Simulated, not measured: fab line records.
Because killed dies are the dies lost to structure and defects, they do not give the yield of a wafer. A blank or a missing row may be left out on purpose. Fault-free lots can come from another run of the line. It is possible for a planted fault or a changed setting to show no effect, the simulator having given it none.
fab line records	flow n5_finfet
[record] lots = 5	wafers = 15	last_day = 18
route steps=1938 shown BEOL_M2@891 BEOL_M4@1111 PASSIVATION@1936
lots that met no fault: taken from a fault-free run of the same line
start_h: the number of hours between the record's first day and the start of the first shown wafer of the lot	wait_h: time in hours since the lot's previous step	" identical to the entry in the row above	L1.1+2: a row that stands for several wafers	- no value, or no start was given	* or withheld: withheld	< > ~ a bound
route shown NAME@n: NAME is a module with steps in the file, n the number in the route of the first one	usual: mean and standard deviation over wafers with no fault	same: alike in all rows	chamber/n: place in a boat	sites: each site's reading	_std_site: the standard deviation of these	_edge_site: outer sites' mean less inner sites'	radius_mm: for every site, how far away it sits from the centre of the wafer	mask NAME#n: copy n	behind: the last tool/chamber to shape the wafer	hold: cause of the lot's hold/its duration in hours/its outcome	device: the n, p or np transistor that did not switch	end of line: the same wafers' tests at the end of the route	a step without rows: its recipe alone	killed: at the first sort, the dies lost to defects and structure; wafer yield is something else	map: shows each die of a wafer: x if killed, . if not, _ if none is there
set.NAME: setting as actually run; set.NAME@STEP: the setting as run at that earlier step	model.NAME: the simulator's own value behind a step, which no gauge read
lots at selected steps of the route; one table per step, one row per wafer
services: when a tool's chamber went out of use (start_h, in hours from the record's first day, below 0 if earlier), for how many hours, and the reason
[[steps]]
[step N5_BEOL_M2_ETCH_41]
[recipe] chemistry = CH3F/O2	target = SiCN	target_depth_a = 299	taper_deg = 2	time_s = 52.5	ion_energy_ev = 120	mask_material = TiN	pressure_mtorr = 30	source_w = 395	bias_w = 75	Ar_flow_sccm = 150	CH3F_flow_sccm = 30	O2_flow_sccm = 20
[step N5_BEOL_M2_STRIP_97]
[recipe] chemistry = N2/H2	time_s = 10	power_w = 450	temp_c = 40	pressure_mtorr = 20	rf_frequency_hz = 6e+07	bias_power_w = 7	n2_flow_sccm = 200	h2_flow_sccm = 200
[step N5_BEOL_M2_HM_STRIP_39]
[recipe] chemistry = peroxide_tin_strip	material = TiN	target_depth_a = 250	temp_c = 50	time_s = 158
[step N5_BEOL_M2_SRD_40]
[recipe] time_s = 30	temp_c = 23	rinse_liquid = diw	dry = ipa_marangoni
[step N5_BEOL_M2_PRECLEAN_42]
[recipe] chemistry = residue_remover	time_s = 60	temp_c = 40
[step N5_BEOL_M2_SRD_43]
[recipe] time_s = 30	temp_c = 23	rinse_liquid = diw	dry = ipa_marangoni
[step N5_BEOL_M2_DEGAS_44]
[recipe] ambient = vacuum	temp_c = 250	time_s = 60
[step N5_BEOL_M2_PRE_CLEAN_45]
[recipe] gas = H2/He	time_s = 30	temp_c = 250
[step N5_BEOL_M2_ALD_84]
[recipe] material = TaN	target_thk_a = *	temp_c = 275	ald_precursor_family = PDMAT	ald_co_reactant = NH3	pressure_torr = 3	carrier_flow_sccm = 1500	pulse_time_s = 2	purge_time_s = 3	co_reactant_purge_time_s = 2	co_reactant_pulse_time_s = 3	ald_cycles = 30	precursor_vessel_temp_c = 75	precursor_vessel_pressure_torr = 26.25	precursor_vessel_carrier_sccm = 1000
[step N5_BEOL_M2_SURFACE_TREAT_85]
[recipe] gas = Ar	time_s = *	ion_energy_ev = *	ion_current_ma_cm2 = 0.5	pressure_mtorr = *	ar_flow_sccm = 30
[step N5_BEOL_M2_CVD_47]
[recipe] material = Co	target_thk_a = 30	temp_c = withheld	precursor = CCTBA/H2	pressure_torr = 30	time_s = 223.8
[usual] chamber_pressure_Torr = 29.99/0.059	run_length_s = 246.5/0.58
lot.wafer	tool	chamber	start_h	wait_h	chamber_pressure_Torr	run_length_s
L776.2	cvd_co-01	0	179.93	0.3	30.00	246.8
L776.4	"	2	"	"	29.91	246.5
L776.6	"	1	"	"	30.04	248.1
L785.2	cvd_co-01	1	247.05	0.1	-	-
L785.3	"	0	"	"	-	-
L785.5	"	1	"	"	-	-
L786.1	cvd_co-02	1	250.86	0.1	-	-
L786.2	"	0	"	"	-	-
L786.5	"	2	"	"	-	-
L789.1	cvd_co-02	0	258.98	0.1	-	-
L789.2	"	2	"	"	-	-
L789.4	"	2	"	"	-	-
L791.1	cvd_co-01	0	268.99	0.0	30.00	246.3
L791.3	"	2	"	"	30.04	246.7
L791.4	"	0	"	"	29.92	246.3
[step N5_BEOL_M2_SPUTTER_48]
[recipe] material = Cu	target_thk_a = 45	temp_c = -20	chamber_pressure_pa = 0.07	power_w = withheld	time_s = 8.29
[step N5_BEOL_M2_ANNEAL_49]
[recipe] temp_c = 400	time_s = 240	ambient = vacuum
[step N5_BEOL_M2_SPUTTER_79]
[recipe] material = Cu	target_thk_a = 45	temp_c = -20	chamber_pressure_pa = 0.07	power_w = withheld	time_s = 8.29
[step N5_BEOL_M2_ANNEAL_80]
[recipe] temp_c = 400	time_s = 240	ambient = vacuum
[step N5_BEOL_M2_SPUTTER_81]
[recipe] material = Cu	target_thk_a = 45	temp_c = -20	chamber_pressure_pa = 0.07	power_w = withheld	time_s = 8.29
[step N5_BEOL_M2_ANNEAL_82]
[recipe] temp_c = 400	time_s = 240	ambient = vacuum
[step N5_BEOL_M2_SPUTTER_86]
[recipe] material = Cu	target_thk_a = 45	temp_c = -20	chamber_pressure_pa = 0.07	power_w = withheld	time_s = 8.29
[step N5_BEOL_M2_ANNEAL_87]
[recipe] temp_c = 400	time_s = 240	ambient = vacuum
[step N5_BEOL_M2_SPUTTER_88]
[recipe] material = Cu	target_thk_a = 45	temp_c = -20	chamber_pressure_pa = 0.07	power_w = withheld	time_s = 8.29
[step N5_BEOL_M2_ANNEAL_89]
[recipe] temp_c = 400	time_s = 240	ambient = vacuum
[step N5_BEOL_M2_SPUTTER_90]
[recipe] material = Cu	target_thk_a = 45	temp_c = -20	chamber_pressure_pa = 0.07	power_w = withheld	time_s = 8.29
[step N5_BEOL_M2_ANNEAL_91]
[recipe] temp_c = 400	time_s = 240	ambient = vacuum
[step N5_BEOL_M2_SPUTTER_92]
[recipe] material = Cu	target_thk_a = 45	temp_c = -20	chamber_pressure_pa = 0.07	power_w = withheld	time_s = 8.29
[step N5_BEOL_M2_ANNEAL_93]
[recipe] temp_c = 400	time_s = 240	ambient = vacuum
[step N5_BEOL_M2_SPUTTER_94]
[recipe] material = Cu	target_thk_a = 45	temp_c = -20	chamber_pressure_pa = 0.07	power_w = withheld	time_s = 8.29
[step N5_BEOL_M2_ANNEAL_95]
[recipe] temp_c = 400	time_s = 240	ambient = vacuum
[step N5_BEOL_M2_SPUTTER_96]
[recipe] material = Cu	target_thk_a = 45	temp_c = -20	chamber_pressure_pa = 0.07	power_w = withheld	time_s = 8.29
[step N5_BEOL_M2_ECD_50]
[recipe] material = Cu	target_thk_a = 3000
[step N5_BEOL_M2_ANNEAL_51]
[recipe] temp_c = 225	time_s = 90	ambient = N2
[step N5_BEOL_M2_CMP_52]
[recipe] stop_on = SiOC	t_overpolish_s = 6.8	down_force_psi = 1	platen_rpm = 50	clearing_platen_down_force_psi = 1.5	clearing_platen_rpm = 50	post_cmp_clean = cu_alkaline	target_thk_nm = 40	clearing_platen_pad_velocity_m_s = 0.99484	pad_velocity_m_s = 0.99484
[usual] barrier_field_endpoint_s = 24.8/0.71	motor_current_A = 6.2/0.76	platen_rpm = 50.00/0.035
lot.wafer	tool	chamber	start_h	wait_h	barrier_field_endpoint_s	motor_current_A	platen_rpm	model.Cu_of_BEOL_M2_ECD_50.thk_nm
L776.2	cmp-02	0	183.56	0.2	24.9	6.5	50.02	40.8
L776.4	"	3	"	"	24.5	6.3	49.90	36.8
L776.6	"	0	"	"	25.5	6.2	50.05	41.6
L785.2	cmp-03	1	249.60	0.2	21.3	5.1	50.04	40.8
L785.3	"	2	"	"	21.4	7.2	50.03	41.2
L785.5	"	1	"	"	21.4	5.1	49.99	39.8
L786.1	cmp-02	2	254.42	0.3	20.2	5.8	50.04	41.2
L786.2	"	3	"	"	20.4	6.1	50.03	40.8
L786.5	"	2	"	"	21.3	5.8	49.99	40
L789.2	cmp-03	1	261.56	0.2	20.7	5.0	50.02	44
L789.1	"	3	"	"	21.2	6.6	50.01	42.2
L789.4	"	0	"	"	20.6	6.8	50.03	40.2
L791.1	cmp-02	1	271.47	0.3	23.8	7.3	50.01	37.6
L791.3	"	3	"	"	24.4	6.2	50.06	37.8
L791.4	"	0	"	"	25.0	5.9	49.96	41.4
[step N5_BEOL_M4_RC_MEAS_101]
[usual] DIBL_N = 37.2/2.5	DIBL_P = 38/3	IOFF_N = 0.17/0.044	IOFF_P = 0.24/0.059	ION_N = 667/13	ION_P = 461/7.9	SS_N = 71.8/0.86	SS_P = 73.6/0.92	VT_N = 250/4.1	VT_P = -249/3.9
lot.wafer	tool	chamber	start_h	wait_h	DIBL_N[mV/V]	DIBL_P[mV/V]	IOFF_N[nA/um]	IOFF_P[nA/um]	ION_N[uA/um]	ION_P[uA/um]	SS_N[mV/dec]	SS_P[mV/dec]	VT_N[mV]	VT_P[mV]
L776.2	prober-01	0	214.21	0.2	34.1	34	0.13	0.17	658	457	71.3	73.3	252	-255
L776.4	"	0	"	"	36.1	36	0.15	0.20	661	457	70.9	73.4	251	-252
L776.6	"	0	"	"	29.5	28	0.07	0.11	630	446	69.6	71.6	263	-259
L791.1	prober-02	0	308.25	0.0	36.7	38	0.15	0.21	664	457	71.7	73.5	253	-253
L791.3	"	0	"	"	40.4	42	0.23	0.28	681	467	73.5	74.7	247	-250
L791.4	"	0	"	"	38.8	41	0.20	0.27	670	457	72.7	74.5	246	-249
[step N5_PASSIVATION_PROBE_49]
[usual] defect_limited_yield = 91.5/1.4	killed_at_M0_to_M3 = 32/11	killed_at_M4_up = 12/4.4	killed_at_contacts = 13/6.1	killed_at_front_end = 39/12	killed_at_other = 3.9/3	killed_dies = 100/17	killed_on_rim = 13/3.9	killed_open = 66/12	killed_short = 33/7.4	sort_bin_5_function = 5.0/0.95	sort_bin_6_memory = 3.2/0.66	sort_bin_8_speed = 0.0/0.33	sort_n_pass = 1079/17	sort_yield_pct = 91.4/1.5
[same] gross_dies = 1180	killed_at_back_side = 0	sort_bin_4_leakage[%] = 0
lot.wafer	tool	chamber	start_h	wait_h	defect_limited_yield[%]	killed_at_M0_to_M3	killed_at_M4_up	killed_at_contacts	killed_at_front_end	killed_at_other	killed_dies	killed_on_rim	killed_open	killed_short	sort_bin_5_function[%]	sort_bin_6_memory[%]	sort_bin_8_speed[%]	sort_n_pass	sort_yield_pct[%]
L785.2	prober-01	-	374.32	0.1	0	1104	11	15	48	2	1180	152	74	33	88.8	10.8	0	0	0
L785.3	prober-01	-	374.37	0.1	0	1112	15	11	41	1	1180	152	69	29	88.4	11.1	0	0	0
L785.5	prober-01	-	374.47	0.2	0	1112	13	9	43	3	1180	152	69	33	88.6	11.0	0	0	0
L786.1	prober-01	-	392.11	0.0	0	1124	13	17	24	2	1180	152	51	31	88.5	11.4	0	0	0
L786.2	prober-01	-	392.16	0.1	0	1133	9	15	21	2	1180	152	53	32	88.6	11.0	0	0	0
L786.5	prober-01	-	392.31	0.2	0	1119	15	11	31	4	1180	152	50	30	89.4	10.4	0	0	0
L789.1	prober-02	-	394.03	0.0	0	1096	17	7	59	1	1180	152	78	27	88.6	11.2	0	0	0
L789.2	prober-02	-	394.08	0.1	0	1122	17	6	34	1	1180	152	56	20	91.2	8.3	0	0	0
L789.4	prober-02	-	394.18	0.2	0	1123	16	5	33	3	1180	152	68	29	89.1	10.8	0	0	0
L791.1	prober-01	-	421.74	0.0	91.1	29	7	14	48	7	105	12	66	36	5.0	3.3	0	1075	91.1
L791.3	prober-01	-	421.84	0.1	91.0	23	8	14	59	2	106	12	63	39	5.8	2.9	0	1074	91.0
L791.4	prober-01	-	421.89	0.2	89.6	35	15	18	54	1	123	13	82	40	5.5	4.7	0	1057	89.6
// killed by level:class
L785.2 BEOL_M2:area_cvd=831 BEOL_M2:interface_void_opened=242 MOL_CONTACT_COAG:geometric_particle:open=13 FIN_SAQP:geometric_particle:short=12 STI_FIN_REVEAL:geometric_particle:open=10 FIN_SAQP:geometric_particle:open=7 BEOL_M0_SAQP:geometric_particle:open=7 BEOL_M3:geometric_particle:open=6
L785.3 BEOL_M2:area_cvd=841 BEOL_M2:interface_void_opened=239 STI_FIN_REVEAL:geometric_particle:open=10 MOL_CONTACT_COAG:geometric_particle:open=8 GATE_CUT:geometric_particle:short=7 BEOL_M0:geometric_particle:open=7 FIN_SAQP:geometric_particle:open=6 BEOL_M0_SAQP:geometric_particle:open=6
L785.5 BEOL_M2:area_cvd=824 BEOL_M2:interface_void_opened=253 STI_FIN_REVEAL:geometric_particle:open=23 BEOL_M1:geometric_particle:open=9 BEOL_M0:geometric_particle:short=6 DUMMY_GATE:geometric_particle:open=5 MOL_CONTACT_COAG:geometric_particle:short=5 BEOL_M0_SAQP:geometric_particle:short=4
L786.1 BEOL_M2:area_cvd=837 BEOL_M2:interface_void_opened=261 MOL_CONTACT_COAG:geometric_particle:open=13 BEOL_M0_SAQP:geometric_particle:short=7 BEOL_M2:geometric_particle:open=6 GATE_CUT:geometric_particle:short=5 BEOL_M4:geometric_particle:open=5 GATE_CUT:geometric_particle:open=4
L786.2 BEOL_M2:area_cvd=840 BEOL_M2:interface_void_opened=255 MOL_CONTACT_COAG:geometric_particle:open=11 BEOL_M1:geometric_particle:open=11 BEOL_M0_SAQP:geometric_particle:short=7 BEOL_M0_SAQP:geometric_particle:open=7 GATE_CUT:geometric_particle:open=6 BEOL_M5:geometric_particle:open=5
L786.5 BEOL_M2:area_cvd=842 BEOL_M2:interface_void_opened=257 BEOL_M4:geometric_particle:open=9 MOL_CONTACT_COAG:geometric_particle:open=8 GATE_CUT:geometric_particle:short=7 FIN_SAQP:geometric_particle:short=6 BEOL_M3:geometric_particle:open=6 BEOL_M0_SAQP:geometric_particle:short=5
L789.1 BEOL_M2:area_cvd=835 BEOL_M2:interface_void_opened=237 FIN_SAQP:geometric_particle:open=25 STI_FIN_REVEAL:geometric_particle:open=10 DUMMY_GATE:geometric_particle:open=6 BEOL_M4:geometric_particle:open=6 FIN_SAQP:geometric_particle:short=5 MOL_CONTACT_COAG:geometric_particle:open=5
L789.2 BEOL_M2:area_cvd=849 BEOL_M2:interface_void_opened=250 STI_FIN_REVEAL:geometric_particle:open=12 FIN_SAQP:geometric_particle:open=8 BEOL_M4:geometric_particle:open=7 BEOL_M0_SAQP:geometric_particle:open=5 MOL_CONTACT_COAG:geometric_particle:open=4 BEOL_M0_SAQP:geometric_particle:short=4
L789.4 BEOL_M2:area_cvd=800 BEOL_M2:interface_void_opened=280 BEOL_M3:geometric_particle:open=11 BEOL_M0_SAQP:geometric_particle:open=10 STI_FIN_REVEAL:geometric_particle:open=9 BEOL_M4:geometric_particle:open=9 BEOL_M0_SAQP:geometric_particle:short=6 FIN_SAQP:geometric_particle:short=5
L791.1 MOL_CONTACT_COAG:geometric_particle:open=11 FIN_SAQP:geometric_particle:short=8 FIN_SAQP:geometric_particle:open=8 BEOL_M2:geometric_particle:open=8 STI_FIN_REVEAL:geometric_particle:open=6 GATE_CUT:geometric_particle:short=5 GATE_CUT:geometric_particle:open=5 BEOL_M0_SAQP:geometric_particle:short=5
L791.3 STI_FIN_REVEAL:geometric_particle:open=13 FIN_SAQP:geometric_particle:short=12 FIN_SAQP:geometric_particle:open=9 MOL_CONTACT_COAG:geometric_particle:open=7 MOL_CONTACT_COAG:geometric_particle:short=6 BEOL_M3:geometric_particle:open=6 GATE_CUT:geometric_particle:short=5 BEOL_M1:geometric_particle:open=5
L791.4 MOL_CONTACT_COAG:geometric_particle:open=14 FIN_SAQP:geometric_particle:open=13 FIN_SAQP:geometric_particle:short=13 STI_FIN_REVEAL:geometric_particle:open=9 BEOL_M1:geometric_particle:open=7 BEOL_M2:geometric_particle:short=7 BEOL_M3:geometric_particle:open=7 BEOL_M4:geometric_particle:open=6
// map L785.2 (x killed, . not)
_________________xxxxxxxxxxxx________________
______________xxxxxxxxxxxxxxxxxx_____________
___________xxxxxxxxxxxxxxxxxxxxxxxx__________
__________xxxxxxxxxxxxxxxxxxxxxxxxxx_________
________xxxxxxxxxxxxxxxxxxxxxxxxxxxxxx_______
_______xxxxxxxxxxxxxxxxxxxxxxxxxxxxxxxx______
______xxxxxxxxxxxxxxxxxxxxxxxxxxxxxxxxxx_____
_____xxxxxxxxxxxxxxxxxxxxxxxxxxxxxxxxxxxx____
____xxxxxxxxxxxxxxxxxxxxxxxxxxxxxxxxxxxxxx___
___xxxxxxxxxxxxxxxxxxxxxxxxxxxxxxxxxxxxxxxx__
___xxxxxxxxxxxxxxxxxxxxxxxxxxxxxxxxxxxxxxxx__
__xxxxxxxxxxxxxxxxxxxxxxxxxxxxxxxxxxxxxxxxxx_
__xxxxxxxxxxxxxxxxxxxxxxxxxxxxxxxxxxxxxxxxxx_
_xxxxxxxxxxxxxxxxxxxxxxxxxxxxxxxxxxxxxxxxxxxx
_xxxxxxxxxxxxxxxxxxxxxxxxxxxxxxxxxxxxxxxxxxxx
_xxxxxxxxxxxxxxxxxxxxxxxxxxxxxxxxxxxxxxxxxxxx
_xxxxxxxxxxxxxxxxxxxxxxxxxxxxxxxxxxxxxxxxxxxx
_xxxxxxxxxxxxxxxxxxxxxxxxxxxxxxxxxxxxxxxxxxxx
_xxxxxxxxxxxxxxxxxxxxxxxxxxxxxxxxxxxxxxxxxxxx
_xxxxxxxxxxxxxxxxxxxxxxxxxxxxxxxxxxxxxxxxxxxx
_xxxxxxxxxxxxxxxxxxxxxxxxxxxxxxxxxxxxxxxxxxxx
__xxxxxxxxxxxxxxxxxxxxxxxxxxxxxxxxxxxxxxxxxx_
__xxxxxxxxxxxxxxxxxxxxxxxxxxxxxxxxxxxxxxxxxx_
___xxxxxxxxxxxxxxxxxxxxxxxxxxxxxxxxxxxxxxxx__
___xxxxxxxxxxxxxxxxxxxxxxxxxxxxxxxxxxxxxxxx__
____xxxxxxxxxxxxxxxxxxxxxxxxxxxxxxxxxxxxxx___
_____xxxxxxxxxxxxxxxxxxxxxxxxxxxxxxxxxxxx____
______xxxxxxxxxxxxxxxxxxxxxxxxxxxxxxxxxx_____
_______xxxxxxxxxxxxxxxxxxxxxxxxxxxxxxxx______
________xxxxxxxxxxxxxxxxxxxxxxxxxxxxxx_______
__________xxxxxxxxxxxxxxxxxxxxxxxxxx_________
___________xxxxxxxxxxxxxxxxxxxxxxxx__________
______________xxxxxxxxxxxxxxxxxx_____________
_________________xxxxxxxxxxxx________________
// map L786.1 (x killed, . not)
_________________xxxxxxxxxxxx________________
______________xxxxxxxxxxxxxxxxxx_____________
___________xxxxxxxxxxxxxxxxxxxxxxxx__________
__________xxxxxxxxxxxxxxxxxxxxxxxxxx_________
________xxxxxxxxxxxxxxxxxxxxxxxxxxxxxx_______
_______xxxxxxxxxxxxxxxxxxxxxxxxxxxxxxxx______
______xxxxxxxxxxxxxxxxxxxxxxxxxxxxxxxxxx_____
_____xxxxxxxxxxxxxxxxxxxxxxxxxxxxxxxxxxxx____
____xxxxxxxxxxxxxxxxxxxxxxxxxxxxxxxxxxxxxx___
___xxxxxxxxxxxxxxxxxxxxxxxxxxxxxxxxxxxxxxxx__
___xxxxxxxxxxxxxxxxxxxxxxxxxxxxxxxxxxxxxxxx__
__xxxxxxxxxxxxxxxxxxxxxxxxxxxxxxxxxxxxxxxxxx_
__xxxxxxxxxxxxxxxxxxxxxxxxxxxxxxxxxxxxxxxxxx_
_xxxxxxxxxxxxxxxxxxxxxxxxxxxxxxxxxxxxxxxxxxxx
_xxxxxxxxxxxxxxxxxxxxxxxxxxxxxxxxxxxxxxxxxxxx
_xxxxxxxxxxxxxxxxxxxxxxxxxxxxxxxxxxxxxxxxxxxx
_xxxxxxxxxxxxxxxxxxxxxxxxxxxxxxxxxxxxxxxxxxxx
_xxxxxxxxxxxxxxxxxxxxxxxxxxxxxxxxxxxxxxxxxxxx
_xxxxxxxxxxxxxxxxxxxxxxxxxxxxxxxxxxxxxxxxxxxx
_xxxxxxxxxxxxxxxxxxxxxxxxxxxxxxxxxxxxxxxxxxxx
_xxxxxxxxxxxxxxxxxxxxxxxxxxxxxxxxxxxxxxxxxxxx
__xxxxxxxxxxxxxxxxxxxxxxxxxxxxxxxxxxxxxxxxxx_
__xxxxxxxxxxxxxxxxxxxxxxxxxxxxxxxxxxxxxxxxxx_
___xxxxxxxxxxxxxxxxxxxxxxxxxxxxxxxxxxxxxxxx__
___xxxxxxxxxxxxxxxxxxxxxxxxxxxxxxxxxxxxxxxx__
____xxxxxxxxxxxxxxxxxxxxxxxxxxxxxxxxxxxxxx___
_____xxxxxxxxxxxxxxxxxxxxxxxxxxxxxxxxxxxx____
______xxxxxxxxxxxxxxxxxxxxxxxxxxxxxxxxxx_____
_______xxxxxxxxxxxxxxxxxxxxxxxxxxxxxxxx______
________xxxxxxxxxxxxxxxxxxxxxxxxxxxxxx_______
__________xxxxxxxxxxxxxxxxxxxxxxxxxx_________
___________xxxxxxxxxxxxxxxxxxxxxxxx__________
______________xxxxxxxxxxxxxxxxxx_____________
_________________xxxxxxxxxxxx________________
[[services]]
tool	chamber	start_h	hours	kind
cvd_co-02	2	163.16	7.5	repair
cvd_co-01	0	188.27	2.6	repair
cmp-02	-	207.18	5.2	pm
cvd_co-01	-	218.10	0.7	repair
cmp-03	-	226.70	1.3	repair
cmp-02	-	239.83	4.0	pm
cmp-02	-	243.83	-	consumable_replace:conditioner
cmp-02	-	243.83	-	consumable_replace:pad
cvd_co-01	-	244.77	0.8	repair
cmp-02	-	256.58	0.3	repair
[[key]]
[first_sign] step = N5_BEOL_M2_CVD_47	reading = tool_record	direction = missing
[effect] step = N5_BEOL_M2_CMP_52	reading = barrier_field_endpoint_s	direction = down	sigmas = 5.5	usual = 24.8	struck = 20.9
[effect] step = N5_PASSIVATION_PROBE_49	reading = killed_at_M0_to_M3	direction = up	sigmas = 99+	usual = 32	struck = 1116
[model_effect] step = N5_BEOL_M2_CMP_52	value = Cu_of_BEOL_M2_ECD_50.thk_nm	without = 38.02	struck = 41.13
[more_kills_born_at] N5_BEOL_M2_CVD_47@cvd_co-02 = 5003	N5_BEOL_M2_CVD_47@cvd_co-01 = 2496
met_at N5_BEOL_M2_CVD_47
struck_wafers L785.2,L785.3,L785.5,L786.1,L786.2,L786.5,L789.1,L789.2,L789.4
later_rows_left_out L785.2,L785.3,L785.5,L786.1,L786.2,L786.5,L789.1,L789.2,L789.4
onset_between 179.93 247.05
[fault] kind = skipped_step_whole	tool = cvd_co-01,cvd_co-02	chamber = -	onset_h = 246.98	steps = N5_BEOL_M2_CVD_47	scope = struck_lots_only
// later_rows_left_out: the simulator's readings of these wafers behind a module that went badly wrong aren't trusted and aren't shown, but for the sort
